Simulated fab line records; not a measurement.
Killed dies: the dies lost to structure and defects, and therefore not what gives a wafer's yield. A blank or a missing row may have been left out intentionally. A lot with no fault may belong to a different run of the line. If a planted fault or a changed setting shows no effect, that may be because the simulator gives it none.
fab line records + flow nand-harc
[record]
- lots = 6
- wafers = 18
- last-day = 32
route steps=1302 shown P_CONTACT@228 END@1302
lots untouched by any fault: they come from a run of this same line in which no faults occurred
start-h: hours from the record's first day to the start of the lot's first wafer shown + wait-h: time in hours since the lot's previous step + " repeats the value in the row above + L1.1+2: one row covering several wafers at once + - no value, or no start was given + * or withheld: withheld + < > ~ a bound
route shown NAME@n: names a module that has steps shown in the file, with the first one's number in the route + usual: mean/standard deviation taken from wafers without a fault + same: alike in all rows + chamber/n: place in a boat + sites: each site's reading + _std_site: how widely they spread, as a standard deviation + _edge_site: the outer-site mean with the inner-site mean subtracted + radius-mm: how far each site lies from the wafer's centre + mask NAME#n: copy n + behind: the last tool/chamber to shape the wafer + hold: reason for holding the lot/hours on hold/outcome of the hold + device: which transistor (n, p or np) failed to switch + end of line: tests run on the same wafers once the route is complete + step lacking rows: just its recipe + killed: at the first sort, the dies lost to defects and structure; wafer yield is something else + map: shows each die of a wafer: x if killed, . if not, _ if none is there
set.NAME: the setting the step ran with; set.NAME@STEP: the setting that earlier step ran with + model.NAME: the simulator's own value behind a step, which no gauge read
lots at selected steps of the route; one table per step, one row per wafer
services: from which hour (start-h, from the record's first day; less than 0 if before it) a tool's chamber was out of use, for how many hours, and why
[[steps]]
[step NHARC_P_CONTACT_EBR_08]
[step NHARC_P_CONTACT_EXPOSE_09]
[recipe]
- na = 1.35
- target-cd-nm = 90
- dose-mj = 81.26
- mask-id = P_CA
[step NHARC_P_CONTACT_PEB_10]
[recipe]
- peb-temp-c = 100
- peb-time-s = 65
[step NHARC_P_CONTACT_DEVELOP_11]
[recipe]
- develop-time-s = 35
- dev-temp-c = 23
[step NHARC_P_CONTACT_CD_MEAS_12]
[recipe]
- target-cd-nm = 90
- landing-energy-ev = 500
[usual]
- cd-nm = 89.9/0.51
| lot.wafer | tool      | chamber | start-h | wait-h | cd-nm |
|-----------|-----------|---------|---------|--------|-------|
| L231.1    | cd-sem-03 | 0       | 133.77  | -      | 90.9  |
| L231.3    | "         | 0       | "       | "      | 89.7  |
| L231.5    | "         | 0       | "       | "      | 90.2  |
| L236.4    | cd-sem-01 | 0       | 183.15  | -      | 88.8  |
| L236.5    | "         | 0       | "       | "      | 89.6  |
| L236.6    | "         | 0       | "       | "      | 89.7  |
| L239.1    | cd-sem-02 | 0       | 205.84  | -      | 90.9  |
| L239.3    | "         | 0       | "       | "      | 89.9  |
| L239.6    | "         | 0       | "       | "      | 90.4  |
| L242.1    | cd-sem-03 | 0       | 235.69  | -      | 89.9  |
| L242.2    | "         | 0       | "       | "      | 89.9  |
| L242.3    | "         | 0       | "       | "      | 90.2  |
| L249.1    | cd-sem-01 | 0       | 308.38  | -      | 89.4  |
| L249.2    | "         | 0       | "       | "      | 89.0  |
| L249.6    | "         | 0       | "       | "      | 89.9  |
| L251.3    | cd-sem-03 | 0       | 330.97  | -      | 90.0  |
| L251.4    | "         | 0       | "       | "      | 90.4  |
| L251.5    | "         | 0       | "       | "      | 90.4  |
[step NHARC_P_CONTACT_OVL_MEAS_13]
[usual]
- overlay-x-nm = 0.0/0.76
- overlay-y-nm = 0.2/0.97
| lot.wafer | tool       | chamber | start-h | wait-h | overlay-x-nm | overlay-y-nm |
|-----------|------------|---------|---------|--------|--------------|--------------|
| L231.1    | overlay-02 | -       | 133.86  | -      | -0.6         | 1.2          |
| L231.3    | "          | -       | "       | "      | -0.7         | 1.2          |
| L231.5    | "          | -       | "       | "      | -0.7         | 0.7          |
| L236.4    | overlay-02 | -       | 183.23  | -      | -0.6         | 0.1          |
| L236.5    | "          | -       | "       | "      | 0.0          | 0.1          |
| L236.6    | "          | -       | "       | "      | -0.1         | -0.2         |
| L239.1    | overlay-01 | -       | 205.93  | -      | 0.5          | 0.5          |
| L239.3    | "          | -       | "       | "      | 0.6          | 0.9          |
| L239.6    | "          | -       | "       | "      | 0.0          | 0.2          |
| L242.1    | overlay-01 | -       | 235.78  | -      | -0.6         | -1.3         |
| L242.2    | "          | -       | "       | "      | -0.7         | -1.1         |
| L242.3    | "          | -       | "       | "      | -0.2         | -1.3         |
| L249.1    | overlay-01 | -       | 308.47  | -      | 0.7          | -1.4         |
| L249.2    | "          | -       | "       | "      | 0.4          | 0.0          |
| L249.6    | "          | -       | "       | "      | 0.8          | 0.2          |
| L251.3    | overlay-01 | -       | 331.06  | -      | 1.5          | 1.8          |
| L251.4    | "          | -       | "       | "      | 1.8          | 1.6          |
| L251.5    | "          | -       | "       | "      | 1.3          | 1.9          |
[step NHARC_P_CONTACT_INSPECT_14]
[usual]
- raw-defect-count = 3.9/2.2
| lot.wafer | tool              | chamber | start-h | wait-h | raw-defect-count |
|-----------|-------------------|---------|---------|--------|------------------|
| L231.1    | defect-inspect-01 | -       | 133.90  | 0.0    | 0                |
| L231.3    | "                 | -       | "       | "      | 1                |
| L231.5    | "                 | -       | "       | "      | 1                |
| L236.4    | defect-inspect-01 | -       | 183.27  | 0.0    | 4                |
| L236.5    | "                 | -       | "       | "      | 3                |
| L236.6    | "                 | -       | "       | "      | 4                |
| L239.1    | defect-inspect-02 | -       | 205.96  | 0.0    | 5                |
| L239.3    | "                 | -       | "       | "      | 7                |
| L239.6    | "                 | -       | "       | "      | 3                |
| L242.1    | defect-inspect-01 | -       | 235.82  | 0.0    | 6                |
| L242.2    | "                 | -       | "       | "      | 1                |
| L242.3    | "                 | -       | "       | "      | 4                |
| L249.1    | defect-inspect-02 | -       | 308.51  | 0.0    | 3                |
| L249.2    | "                 | -       | "       | "      | 3                |
| L249.6    | "                 | -       | "       | "      | 2                |
| L251.3    | defect-inspect-01 | -       | 331.09  | 0.0    | 6                |
| L251.4    | "                 | -       | "       | "      | 1                |
| L251.5    | "                 | -       | "       | "      | 4                |
[step NHARC_P_CONTACT_DESCUM_17]
[recipe]
- time-s = 3
- o2-flow-sccm = 200
- ar-flow-sccm = 0
- bias-power-w = 0
- chemistry = O2
[usual]
- drypump-motor-current-A = 6.1/0.34
- mfc-ar-sccm = 0.008/0.012
- oes-product-au = 1.004/0.012
- rf-vpp-V = 57.8/0.96
- showerhead-plenum-p-Torr = 1.94/0.08
- throttle-valve-pct = 11.311/0.0083
| lot.wafer | tool        | chamber | start-h | wait-h | drypump-motor-current-A | mfc-ar-sccm | oes-product-au | rf-hours-counter-h | rf-vpp-V | showerhead-plenum-p-Torr | throttle-valve-pct |
|-----------|-------------|---------|---------|--------|-------------------------|-------------|----------------|--------------------|----------|--------------------------|--------------------|
| L231.3    | rie-diel-08 | 2       | 133.96  | 0.1    | 6.7                     | 0           | 1.015          | 4.4                | 56.6     | 1.92                     | 11.304             |
| L231.1    | "           | 3       | "       | "      | 6.0                     | 0.004       | 1.010          | 4.7                | 58.5     | 2.03                     | 11.318             |
| L231.5    | "           | 3       | "       | "      | 6.0                     | 0.004       | 1.003          | -                  | 57.9     | 2.03                     | 11.326             |
| L236.5    | rie-diel-08 | 3       | 183.36  | 0.1    | 6.0                     | 0.004       | 1.009          | -                  | 59.3     | 2.03                     | 11.327             |
| L236.6    | "           | 0       | "       | "      | 5.5                     | 0           | 1.012          | -                  | 56.2     | 1.87                     | 11.308             |
| L236.4    | "           | 2       | "       | "      | 6.7                     | 0           | 1.019          | -                  | 58.3     | 1.91                     | 11.309             |
| L239.1    | rie-diel-08 | 1       | 206.03  | 0.1    | 6.0                     | 0           | 1.013          | 0.2                | 57.8     | 1.94                     | 11.315             |
| L239.3    | "           | 2       | "       | "      | 6.7                     | 0           | 1.026          | 0.2                | 57.7     | 1.91                     | 11.305             |
| L239.6    | "           | 1       | "       | "      | 6.0                     | 0           | 1.004          | -                  | 57.9     | 1.94                     | 11.318             |
| L242.1    | rie-diel-08 | 2       | 235.88  | 0.1    | 6.8                     | 0           | 1.015          | 2.7                | 57.2     | 1.91                     | 11.319             |
| L242.2    | "           | 0       | "       | "      | 5.6                     | 0           | 1.018          | 3.2                | 58.1     | 1.87                     | 11.299             |
| L242.3    | "           | 1       | "       | "      | 6.0                     | 0           | 1.001          | 3.1                | 57.1     | 1.94                     | 11.311             |
| L249.2    | rie-diel-03 | 2       | 308.57  | 0.1    | 6.3                     | 0           | 1.023          | 0.8                | 56.6     | 1.88                     | 11.310             |
| L249.1    | "           | 1       | "       | "      | 5.8                     | 0           | 1.019          | 0.7                | 58.7     | 2.00                     | 11.311             |
| L249.6    | "           | 2       | "       | "      | 6.3                     | 0           | 1.011          | -                  | 57.3     | 1.89                     | 11.311             |
| L251.4    | rie-diel-03 | 1       | 331.15  | 0.1    | 5.8                     | 0           | 1.013          | 1.4                | 59.5     | 2.00                     | 11.323             |
| L251.3    | "           | 2       | "       | "      | 6.3                     | 0           | 1.003          | 1.6                | 56.9     | 1.88                     | 11.313             |
| L251.5    | "           | 2       | "       | "      | 6.3                     | 0           | 1.023          | -                  | 58.1     | 1.88                     | 11.306             |
[step NHARC_P_CONTACT_ETCH_35]
[recipe]
- target-depth-a = 390
- over-etch-frac = 0.3
- time-s = 65
- ion-energy-ev = 80
- cf4-flow-sccm = 150
- ar-flow-sccm = 0
- rf-w = 300
- bias-w = 100
- chemistry = CF4
[usual]
- drypump-motor-current-A = 6.1/0.34
- mfc-ar-sccm = 0.008/0.013
- oes-product-au = 1.003/0.011
- rf-fwd-power-W = 297.1/1.4
- rf-vpp-V = 151.5/1.1
- showerhead-plenum-p-Torr = 1.78/0.069
- throttle-valve-pct = 13.284/0.0095
| lot.wafer | tool        | chamber | start-h | wait-h | drypump-motor-current-A | mfc-ar-sccm | oes-product-au | rf-fwd-power-W | rf-hours-counter-h | rf-vpp-V | showerhead-plenum-p-Torr | throttle-valve-pct |
|-----------|-------------|---------|---------|--------|-------------------------|-------------|----------------|----------------|--------------------|----------|--------------------------|--------------------|
| L231.1    | rie-diel-08 | 3       | 134.04  | 0.1    | 6.0                     | 0.004       | 1.014          | 298.9          | 4.7                | 152.5    | 1.87                     | 13.286             |
| L231.3    | "           | 1       | "       | "      | 6.0                     | 0           | 1.019          | 297.0          | 4.6                | 152.4    | 1.80                     | 13.293             |
| L231.5    | "           | 3       | "       | "      | 6.0                     | 0.004       | 1.017          | 299.8          | -                  | 153.5    | 1.87                     | 13.308             |
| L236.4    | rie-diel-08 | 3       | 183.45  | 0.1    | 6.0                     | 0.004       | 1.005          | 298.2          | -                  | 153.2    | 1.87                     | 13.277             |
| L236.5    | "           | 0       | "       | "      | 5.5                     | 0           | 1.013          | 295.8          | -                  | 150.3    | 1.74                     | 13.293             |
| L236.6    | "           | 2       | "       | "      | 6.7                     | 0           | 1.018          | 298.4          | -                  | 151.0    | 1.77                     | 13.294             |
| L239.1    | rie-diel-08 | 1       | 206.12  | 0.1    | 6.0                     | 0           | 0.988          | 295.4          | 0.2                | 151.7    | 1.80                     | 13.290             |
| L239.3    | "           | 2       | "       | "      | 6.7                     | 0           | 1.010          | 298.5          | 0.2                | 151.9    | 1.77                     | 13.287             |
| L239.6    | "           | 1       | "       | "      | 5.9                     | 0           | 1.004          | 295.9          | -                  | 151.9    | 1.80                     | 13.274             |
| L242.1    | rie-diel-08 | 2       | 235.97  | 0.1    | 6.7                     | 0           | 1.023          | 297.2          | 2.7                | 151.0    | 1.77                     | 13.279             |
| L242.3    | "           | 3       | "       | "      | 6.0                     | 0.004       | 1.002          | 297.3          | 2.8                | 153.1    | 1.87                     | 13.286             |
| L242.2    | "           | 0       | "       | "      | 5.5                     | 0           | 1.009          | 296.1          | 3.3                | 150.8    | 1.73                     | 13.291             |
| L249.2    | rie-diel-03 | 0       | 308.66  | 0.1    | 6.2                     | 0.015       | 0.988          | 297.9          | 0.7                | 151.2    | 1.75                     | 13.281             |
| L249.1    | "           | 2       | "       | "      | 6.3                     | 0           | 1.005          | 298.6          | 0.8                | 151.5    | 1.74                     | 13.276             |
| L249.6    | "           | 0       | "       | "      | 6.2                     | 0.015       | 0.988          | 296.5          | -                  | 151.4    | 1.75                     | 13.301             |
| L251.4    | rie-diel-03 | 0       | 331.24  | 0.1    | 6.2                     | 0.015       | 1.001          | 298.7          | 1.2                | 151.4    | 1.75                     | 13.278             |
| L251.3    | "           | 3       | "       | "      | 6.4                     | 0           | 1.004          | 297.5          | 1.3                | 151.0    | 1.70                     | 13.284             |
| L251.5    | "           | 1       | "       | "      | 5.8                     | 0           | 1.014          | 299.8          | -                  | 151.8    | 1.85                     | 13.287             |
[step NHARC_P_CONTACT_ETCH_36]
[recipe]
- target-depth-a = 2600
- over-etch-frac = 0.25
- time-s = 406.25
- ion-energy-ev = 200
- n2-flow-sccm = 150
- h2-flow-sccm = 150
- ar-flow-sccm = 0
- rf-w = 400
- bias-w = 150
- chemistry = N2/H2
[usual]
- drypump-motor-current-A = 6.1/0.34
- mfc-ar-sccm = 0.008/0.012
- oes-product-au = 1.005/0.011
- rf-fwd-power-W = 399.1/1
- rf-vpp-V = 431.1/2.5
- showerhead-plenum-p-Torr = 2.07/0.087
- throttle-valve-pct = 14.172/0.0089
| lot.wafer | tool        | chamber | start-h | wait-h | drypump-motor-current-A | mfc-ar-sccm | oes-product-au | rf-fwd-power-W | rf-hours-counter-h | rf-vpp-V | showerhead-plenum-p-Torr | throttle-valve-pct |
|-----------|-------------|---------|---------|--------|-------------------------|-------------|----------------|----------------|--------------------|----------|--------------------------|--------------------|
| L231.3    | rie-diel-08 | 3       | -       | -      | 6.0                     | 0.004       | 1.009          | 399.6          | 4.8                | 434.7    | 2.17                     | 14.169             |
| L231.1    | "           | 0       | "       | "      | 5.5                     | 0           | 1.008          | 400.3          | 4.8                | 429.5    | 2.00                     | 14.172             |
| L231.5    | "           | 3       | "       | "      | 6.0                     | 0.004       | 1.014          | 400.3          | -                  | 434.1    | 2.17                     | 14.153             |
| L236.5    | rie-diel-08 | 3       | -       | -      | 6.0                     | 0.004       | 1.014          | 397.6          | -                  | 434.4    | 2.17                     | 14.169             |
| L236.4    | "           | 0       | "       | "      | 5.5                     | 0           | 1.009          | 397.8          | -                  | 428.7    | 2.00                     | 14.156             |
| L236.6    | "           | 2       | "       | "      | 6.7                     | 0           | 1.026          | 398.8          | -                  | 429.2    | 2.04                     | 14.164             |
| L239.1    | rie-diel-08 | 0       | -       | -      | 5.5                     | 0           | 1.021          | 398.2          | 0.3                | 430.6    | 2.00                     | 14.170             |
| L239.3    | "           | 1       | "       | "      | 5.9                     | 0           | 0.989          | 399.0          | 0.3                | 431.4    | 2.07                     | 14.172             |
| L239.6    | "           | 2       | "       | "      | 6.7                     | 0           | 1.021          | 398.3          | -                  | 430.4    | 2.04                     | 14.170             |
| L242.2    | rie-diel-08 | 0       | -       | -      | 5.6                     | 0           | 1.023          | 397.1          | 3.3                | 430.0    | 1.99                     | 14.168             |
| L242.1    | "           | 1       | "       | "      | 6.0                     | 0           | 1.017          | 399.3          | 3.2                | 431.7    | 2.07                     | 14.171             |
| L242.3    | "           | 2       | "       | "      | 6.7                     | 0           | 1.014          | 399.1          | 2.8                | 430.3    | 2.04                     | 14.191             |
| L249.2    | rie-diel-03 | 1       | -       | -      | 5.8                     | 0           | 1.012          | 398.4          | 0.8                | 433.9    | 2.14                     | 14.168             |
| L249.1    | "           | 0       | "       | "      | 6.2                     | 0.015       | 0.986          | 398.1          | 0.8                | 429.6    | 2.02                     | 14.190             |
| L249.6    | "           | 1       | "       | "      | 5.8                     | 0           | 1.004          | 399.0          | -                  | 433.4    | 2.14                     | 14.163             |
| L251.4    | rie-diel-03 | 0       | -       | -      | 6.2                     | 0.015       | 1.011          | 399.6          | 1.3                | 429.6    | 2.02                     | 14.163             |
| L251.3    | "           | 1       | "       | "      | 5.8                     | 0           | 1.020          | 400.9          | 1.5                | 431.6    | 2.14                     | 14.165             |
| L251.5    | "           | 0       | "       | "      | 6.2                     | 0.015       | 1.006          | 399.4          | -                  | 429.3    | 2.02                     | 14.185             |
[step NHARC_P_CONTACT_ETCH_18]
[recipe]
- target-depth-a = 4810
- time-s = 240.5
- c4f8-flow-sccm = 20
- o2-flow-sccm = 10
- ar-flow-sccm = withheld
- rf-w = 600
- bias-w = 1500
- chemistry = C4F8/O2/Ar
[usual]
- oes-product-au = 0.963/0.021
- rf-fwd-power-W = 598.1/1.9
- rf-vpp-V = 980/5.4
| lot.wafer | tool        | chamber | start-h | wait-h | oes-product-au | rf-fwd-power-W | rf-hours-counter-h | rf-vpp-V |
|-----------|-------------|---------|---------|--------|----------------|----------------|--------------------|----------|
| L231.1    | rie-diel-08 | 1       | -       | -      | 0.993          | 600.6          | 4.8                | 981      |
| L231.3    | "           | 0       | "       | "      | 0.973          | 600.5          | 4.9                | 976      |
| L231.5    | "           | 1       | "       | "      | 0.988          | 595.3          | -                  | 980      |
| L236.6    | rie-diel-08 | 3       | -       | -      | 0.968          | 600.3          | -                  | 986      |
| L236.5    | "           | 0       | "       | "      | 0.974          | 598.2          | -                  | 975      |
| L236.4    | "           | 2       | "       | "      | 0.974          | 599.1          | -                  | 980      |
| L239.1    | rie-diel-08 | 2       | -       | -      | 0.980          | 597.1          | 0.5                | 978      |
| L239.3    | "           | 0       | "       | "      | 0.979          | 597.7          | 0.4                | 976      |
| L239.6    | "           | 2       | "       | "      | 1.004          | 601.9          | -                  | 978      |
| L242.1    | rie-diel-08 | 1       | -       | -      | 0.975          | 598.4          | 3.3                | 981      |
| L242.2    | "           | 3       | "       | "      | 0.949          | 603.9          | 3.1                | 986      |
| L242.3    | "           | 0       | "       | "      | 0.978          | 599.1          | 3.5                | 974      |
| L249.2    | rie-diel-03 | 3       | -       | -      | 0.956          | 597.8          | 1.0                | 972      |
| L249.1    | "           | 0       | "       | "      | 0.977          | 599.2          | 0.9                | 978      |
| L249.6    | "           | 1       | "       | "      | 0.983          | 601.8          | -                  | 985      |
| L251.4    | rie-diel-03 | 1       | -       | -      | 0.972          | 600.6          | 1.6                | 985      |
| L251.3    | "           | 3       | "       | "      | 0.971          | 598.0          | 1.6                | 972      |
| L251.5    | "           | 1       | "       | "      | 0.982          | 599.7          | -                  | 985      |
[step NHARC_P_CONTACT_STRIP_37]
[recipe]
- c4f8-flow-sccm = withheld
- o2-flow-sccm = 8
- ar-flow-sccm = withheld
- bias-w = 0
- chemistry = C4F8/O2/Ar
[step NHARC_P_CONTACT_ETCH_31]
[recipe]
- target-depth-a = 300
- time-s = 85.7
- ion-energy-ev = 120
- over-etch-frac = 1
- ch3f-flow-sccm = 50
- o2-flow-sccm = 30
- ar-flow-sccm = 200
- rf-w = 500
- bias-w = 100
- chemistry = CH3F/O2
[usual]
- ch3f-flow-sccm = 50.00/0.14
- drypump-motor-current-A = 6.1/0.34
- mfc-ar-sccm = 200.1/0.68
- oes-product-au = 0.982/0.015
- rf-fwd-power-W = 496.0/2
- rf-vpp-V = 244.8/1.7
- showerhead-plenum-p-Torr = 2.49/0.098
- throttle-valve-pct = 20.664/0.0083
| lot.wafer | tool        | chamber | start-h | wait-h | ch3f-flow-sccm | drypump-motor-current-A | mfc-ar-sccm | oes-product-au | rf-fwd-power-W | rf-hours-counter-h | rf-vpp-V | showerhead-plenum-p-Torr | throttle-valve-pct |
|-----------|-------------|---------|---------|--------|----------------|-------------------------|-------------|----------------|----------------|--------------------|----------|--------------------------|--------------------|
| L231.3    | rie-diel-08 | 1       | 134.71  | -      | 49.94          | 6.0                     | 200.1       | 0.989          | 492.2          | 4.9                | 244.4    | 2.50                     | 20.674             |
| L231.1    | "           | 2       | "       | "      | 49.84          | 6.7                     | 201.8       | 1.006          | 497.9          | 4.8                | 245.7    | 2.46                     | 20.668             |
| L231.5    | "           | 1       | "       | "      | 50.29          | 6.0                     | 199.4       | 1.003          | 493.2          | -                  | 244.6    | 2.50                     | 20.657             |
| L236.4    | rie-diel-08 | 2       | 184.25  | -      | 50.11          | 6.7                     | 200.0       | 1.002          | 498.5          | -                  | 244.5    | 2.46                     | 20.669             |
| L236.5    | "           | 3       | "       | "      | 49.94          | 6.0                     | 200.1       | 1.002          | 501.0          | -                  | 248.3    | 2.60                     | 20.660             |
| L236.6    | "           | 0       | "       | "      | 49.96          | 5.6                     | 201.1       | 0.990          | 496.8          | -                  | 243.2    | 2.41                     | 20.664             |
| L239.3    | rie-diel-08 | 2       | 206.78  | -      | 49.83          | 6.7                     | 200.0       | 1.015          | 499.0          | 0.6                | 244.8    | 2.46                     | 20.655             |
| L239.1    | "           | 0       | "       | "      | 49.74          | 5.6                     | 199.9       | 0.661          | 495.5          | 0.4                | 242.7    | 2.41                     | 20.665             |
| L239.6    | "           | 1       | "       | "      | 49.98          | 5.9                     | 198.8       | 0.978          | 493.7          | -                  | 244.3    | 2.50                     | 20.672             |
| L242.3    | rie-diel-08 | 3       | 236.62  | -      | 50.32          | 6.0                     | 201.5       | 0.976          | 498.6          | 3.1                | 247.3    | 2.60                     | 20.662             |
| L242.2    | "           | 0       | "       | "      | 49.79          | 5.5                     | 200.0       | 0.661          | 494.8          | 3.6                | 242.5    | 2.41                     | 20.666             |
| L242.1    | "           | 2       | "       | "      | 49.81          | 6.7                     | 200.3       | 0.996          | 497.8          | 3.0                | 244.3    | 2.46                     | 20.661             |
| L249.2    | rie-diel-03 | 2       | 309.32  | -      | 50.17          | 6.3                     | 200.3       | 0.998          | 495.8          | 1.2                | 243.1    | 2.42                     | 20.669             |
| L249.1    | "           | 3       | "       | "      | 50.00          | 6.3                     | 200.5       | 0.977          | 498.4          | 1.1                | 242.4    | 2.35                     | 20.678             |
| L249.6    | "           | 1       | "       | "      | 49.96          | 5.8                     | 199.5       | 0.997          | 494.6          | -                  | 245.5    | 2.57                     | 20.665             |
| L251.3    | rie-diel-03 | 2       | 331.90  | -      | 49.97          | 6.3                     | 200.0       | 0.976          | 497.0          | 1.8                | 244.2    | 2.42                     | 20.668             |
| L251.4    | "           | 3       | "       | "      | 49.83          | 6.3                     | 200.2       | 0.970          | 498.7          | 1.7                | 241.9    | 2.35                     | 20.672             |
| L251.5    | "           | 1       | "       | "      | 50.17          | 5.8                     | 200.3       | 0.991          | 498.9          | -                  | 246.2    | 2.57                     | 20.661             |
[step NHARC_P_CONTACT_CD_MEAS_19]
[usual]
- cd-nm = 89.7/1.5
| lot.wafer | tool      | chamber | start-h | wait-h | cd-nm |
|-----------|-----------|---------|---------|--------|-------|
| L231.1    | cd-sem-03 | -       | 134.83  | -      | 90.5  |
| L231.3    | "         | -       | "       | "      | 91.0  |
| L231.5    | "         | -       | "       | "      | 91.4  |
| L236.4    | cd-sem-03 | -       | 184.38  | -      | 89.8  |
| L236.5    | "         | -       | "       | "      | 90.4  |
| L236.6    | "         | -       | "       | "      | 89.4  |
| L239.1    | cd-sem-01 | -       | 206.90  | -      | 91.4  |
| L239.3    | "         | -       | "       | "      | 86.7  |
| L239.6    | "         | -       | "       | "      | 87.3  |
| L242.1    | cd-sem-02 | -       | 236.75  | -      | 88.6  |
| L242.2    | "         | -       | "       | "      | 90.1  |
| L242.3    | "         | -       | "       | "      | 88.9  |
| L249.1    | cd-sem-01 | -       | 309.44  | -      | 89.1  |
| L249.2    | "         | -       | "       | "      | 85.6  |
| L249.6    | "         | -       | "       | "      | 88.9  |
| L251.3    | cd-sem-01 | -       | 332.03  | -      | 89.2  |
| L251.4    | "         | -       | "       | "      | 89.7  |
| L251.5    | "         | -       | "       | "      | 90.2  |
[step NHARC_END_SORT_01]
[recipe]
- temp-c = 25
[usual]
- killed-at-array = 55/12
- killed-at-other = 1.0/1.2
- killed-at-periphery = 3.9/2.6
- killed-dies = 60/12
- killed-open = 3.3/1.9
- killed-short = 2.5/1.8
[same]
- gross-dies = 677
| lot.wafer | tool      | chamber | start-h | wait-h | killed-at-array | killed-at-other | killed-at-periphery | killed-dies | killed-open | killed-short |
|-----------|-----------|---------|---------|--------|-----------------|-----------------|---------------------|-------------|-------------|--------------|
| L239.1    | prober-02 | 0       | 653.84  | 2.5    | 44              | 2               | 36                  | 82          | 3           | 2            |
| L242.2    | prober-01 | 0       | 672.78  | 2.8    | 45              | 0               | 20                  | 65          | 6           | 2            |
// killed by level:class
L239.1 P_CONTACT:area-etch=33 A_SLIT:chamber-film-flake=27 A_CHANNEL_HOLE_D2:chamber-film-flake=5 A_CONTACT:chamber-film-flake=4 THIN_TSV:chamber-film-flake=2 A_ONON_D1:geometric-particle:short=1 A_CHANNEL_HOLE_D1:geometric-particle:open=1 A_CHANNEL_FILL_D1:geometric-particle:short=1
L242.2 A_CHANNEL_HOLE_D1:chamber-film-flake=25 P_CONTACT:area-etch=19 A_CONTACT:chamber-film-flake=4 A_CHANNEL_FILL_D1:geometric-particle:open=2 A_CHANNEL_FILL_D2:chamber-film-flake=2 A_M0:chamber-film-flake=2 P_M0:geometric-particle:open=1 A_DECK1_JOINT:geometric-particle:short=1
// map L239.1 (x killed, . not)
____________.____________
_________...x..._________
_______..x....x..x_______
______x..xx.x.....x______
_____x.x..........x._____
____x..x............x____
____x................____
___xx.................___
___..x................___
__....................x__
__.....................__
_..x...................x_
_x...x.................._
_......................._
_x....x.......x........._
_.x.xxx....x..........xx_
xx.x.....................
xxxxxx...................
xxxxx....................
xxxxx....................
xxxxxx...............x..x
_x......................_
_.x..x.................x_
_..x.......x........x.x._
_..............x......xx_
_......................._
__.........x...........__
__.....................__
___..x................___
___.x.................___
____.............x...____
____.................____
_____..............._____
______.....x....x..______
_______x.........._______
_________.xx...._________
____________x____________
// map L242.2 (x killed, . not)
____________.____________
_________.xx..x._________
_______..........._______
______.............______
_____x...x.........._____
____..........x......____
____................x____
___..x............xx..___
___..........x........___
__.....................__
__..............x......__
_......................._
_.xx...................._
_.....x................._
_......................._
_.....x......x.........._
......................x..
.......................x.
......................x..
.....................x...
.........................
_.............x.....x..x_
_......x...x.x...x.x...x_
_..................xxxx._
_.................xxxxxx_
_.............x...xxxx.._
__.................xxxx__
__.................xx.x__
___...............x...___
___...x............x..___
____...x.........x.x.____
____.................____
_____x..x..........._____
______x............______
_______.x....x...._______
_________..x...._________
____________x____________
[[services]]
| tool        | chamber | start-h | hours | kind       |
|-------------|---------|---------|-------|------------|
| rie-diel-03 | 2       | 114.87  | 2.6   | repair     |
| rie-diel-08 | 0       | 120.80  | -     | clean      |
| rie-diel-08 | 1       | 120.80  | -     | clean      |
| rie-diel-08 | 2       | 120.80  | -     | clean      |
| rie-diel-08 | 3       | 120.80  | -     | clean      |
| rie-diel-08 | 0       | 145.30  | -     | clean      |
| rie-diel-08 | 1       | 145.30  | -     | clean      |
| rie-diel-08 | 2       | 145.30  | -     | clean      |
| rie-diel-08 | 3       | 145.30  | -     | clean      |
| rie-diel-08 | 0       | 169.80  | -     | clean      |
| rie-diel-08 | 1       | 169.80  | -     | clean      |
| rie-diel-08 | 2       | 169.80  | -     | clean      |
| rie-diel-08 | 3       | 169.80  | -     | clean      |
| rie-diel-08 | 1       | 170.52  | 16.8  | repair     |
| rie-diel-03 | 3       | 176.54  | 7.5   | repair     |
| rie-diel-08 | -       | 190.80  | 9.0   | pm         |
| rie-diel-08 | 0       | 190.80  | 9.0   | vent-cycle |
| rie-diel-08 | 1       | 190.80  | 9.0   | vent-cycle |
| rie-diel-08 | 2       | 190.80  | 9.0   | vent-cycle |
| rie-diel-08 | 3       | 190.80  | 9.0   | vent-cycle |
| rie-diel-03 | -       | 202.97  | 1.0   | repair     |
| rie-diel-03 | 1       | 265.91  | 2.6   | repair     |
| rie-diel-03 | -       | 281.30  | 9.0   | pm         |
| rie-diel-08 | 3       | 299.46  | 7.4   | repair     |
[[key]]
[first-sign]
- step = NHARC_P_CONTACT_ETCH_31
- reading = oes-product-au
- direction = down
- sigmas = 22
- usual = 0.982
- struck = 0.661
[effect]
- step = NHARC_END_SORT_01
- reading = killed-at-periphery
- direction = up
- sigmas = 9.2
- usual = 3.9
- struck = 28
[more-kills-born-at]
- NHARC_P_CONTACT_ETCH_31@rie-diel-08 = 52
met-at NHARC_P_CONTACT_ETCH_31
struck-wafers L239.1,L242.2
tester-left-out L239,L242
onset-between 184.25 206.78
[fault]
- kind = process-parameter-drift
- tool = rie-diel-08
- chamber = 0
- onset-h = 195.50
- steps = NHARC_P_CONTACT_ETCH_31
- channel = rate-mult
- offset = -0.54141
- shape = step
- end-h = 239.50
// tester-left-out: of these lots the tester's yield and bins aren't shown, on N5 and GAA mostly nor the transistor test; their killed dies are dies lost to structure and defects alone, not to doping, threshold or leakage, so they don't give the yield
